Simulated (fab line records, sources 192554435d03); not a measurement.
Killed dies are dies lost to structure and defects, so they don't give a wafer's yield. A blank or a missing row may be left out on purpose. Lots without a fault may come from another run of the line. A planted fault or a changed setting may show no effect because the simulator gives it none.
Which tool did it? | flow n5_finfet | 15 lots, 45 wafers sampled, at 2 steps of a route of 1938

WHAT THE GAUGES READ, wafer by wafer
N5_DUMMY_GATE_INSPECT_27: inspects for defects (brightfield).
lot  | measured    | on                | raw_defect_count
L618 | day 3 00:05 | defect_inspect-01 | 231 260 292
L621 | day 3 17:19 | defect_inspect-01 | 346 564 450
L622 | day 3 23:42 | defect_inspect-01 | 187 356 347
L624 | day 4 13:33 | defect_inspect-02 | 239 218 219
L625 | day 4 16:53 | defect_inspect-02 | 172 347 436
L626 | day 4 22:27 | defect_inspect-01 | 277 311 270
L627 | day 5 06:52 | defect_inspect-02 | 213 268 127
L628 | day 5 10:43 | defect_inspect-01 | 236 278 208
L633 | day 6 17:22 | defect_inspect-01 | 310 306 354
L634 | day 7 02:49 | defect_inspect-02 | 177 271 362
L635 | day 7 06:43 | defect_inspect-01 | 267 240 248
L636 | day 7 11:55 | defect_inspect-02 | 236 311 531
L637 | day 7 16:17 | defect_inspect-01 | 461 271 300
L638 | day 8 00:30 | defect_inspect-01 | 421 775 464
L641 | day 8 16:52 | defect_inspect-01 | 199 348 235

WHICH TOOL RAN EACH LOT (tool, then ch and the chambers of the sampled wafers, then the start)
lot  | N5_DUMMY_GATE_STRIP_48
L618 | rie_diel-06 ch 0,1,2, day 2 23:55
L621 | rie_diel-01 ch 0,1, day 3 17:08
L622 | rie_diel-01 ch 0,3, day 3 23:31
L624 | rie_diel-06 ch 0,1, day 4 13:22
L625 | rie_diel-06 ch 2,3, day 4 16:41
L626 | rie_diel-02 ch 0,2,3, day 4 22:16
L627 | rie_diel-01 ch 0,2, day 5 06:40
L628 | rie_diel-06 ch 0,1,2, day 5 10:31
L633 | rie_diel-02 ch 0,2, day 6 17:10
L634 | rie_diel-06 ch 1,3, day 7 02:38
L635 | rie_diel-06 ch 0,3, day 7 06:32
L636 | rie_diel-01 ch 0,2, day 7 11:43
L637 | rie_diel-01 ch 1,2, day 7 16:06
L638 | rie_diel-02 ch 0,1,3, day 8 00:19
L641 | rie_diel-02 ch 2,3, day 8 16:41
- N5_DUMMY_GATE_STRIP_48: strips in N2/H2, time 20 s.

WHAT THE TOOLS THEMSELVES READ (means of the sampled wafers that have a number; where no wafer has one, the mark that the record gives instead)
N5_DUMMY_GATE_STRIP_48.
lot  | tool        | drypump_motor_current_A (A) | oes_product_au (a.u.) | rf_vpp_V (V) | showerhead_plenum_p_Torr (Torr) | throttle_valve_pct (%)
L618 | rie_diel-06 | 5.5                         | 0.71                  | 44.8         | 3.41                            | 12.37
L621 | rie_diel-01 | 5.7                         | 0.88                  | 46.1         | 3.37                            | 12.06
L622 | rie_diel-01 | 5.7                         | 0.85                  | 46.5         | 3.48                            | 12.01
L624 | rie_diel-06 | 5.6                         | 0.69                  | 45.7         | 3.35                            | 12.37
L625 | rie_diel-06 | 5.3                         | 0.82                  | 45.1         | 3.49                            | 12.21
L626 | rie_diel-02 | 6.0                         | 0.71                  | 44.2         | 3.35                            | 12.42
L627 | rie_diel-01 | 5.5                         | 0.77                  | 45.6         | 3.39                            | 12.22
L628 | rie_diel-06 | 5.5                         | 0.71                  | 45.0         | 3.40                            | 12.41
L633 | rie_diel-02 | 5.9                         | 0.72                  | 45.7         | 3.40                            | 12.49
L634 | rie_diel-06 | 5.5                         | 0.83                  | 45.4         | 3.40                            | 11.99
L635 | rie_diel-06 | 5.8                         | 0.77                  | 45.4         | 3.35                            | 12.28
L636 | rie_diel-01 | 5.5                         | 0.75                  | 46.0         | 3.38                            | 12.24
L637 | rie_diel-01 | 6.2                         | 0.83                  | 45.1         | 3.33                            | 12.01
L638 | rie_diel-02 | 5.8                         | 0.71                  | 45.3         | 3.25                            | 12.36
L641 | rie_diel-02 | 6.2                         | 0.68                  | 45.9         | 3.37                            | 12.37

THE ANSWER, worked out from the rows above alone
Rule: what is usual is taken from the lots themselves. Put in order of their means at a reading, lots are off if they are a third of the lots or fewer, leave a main group of 4 or more, and stand apart from it by a gap of 3 or more times the standard deviation of the main group's means; of several such gaps the widest counts. A main group whose means are all the same, to the digits that the tables above print for the reading, isn't used. A lot without any number at a reading at which 4 lots or more have one is off too. The other lots that the step has rows for count as sound. The gauges are gone through in route order, then the tools' own readings, and for those a lot's mean is taken as printed above. The first step at which some lot is off is used, and at that step the reading that is off furthest; a lot without a number counts as furthest.
No lot is off at any reading shown: from this, nothing can be told.

WHAT THE SIMULATOR HAD PUT IN
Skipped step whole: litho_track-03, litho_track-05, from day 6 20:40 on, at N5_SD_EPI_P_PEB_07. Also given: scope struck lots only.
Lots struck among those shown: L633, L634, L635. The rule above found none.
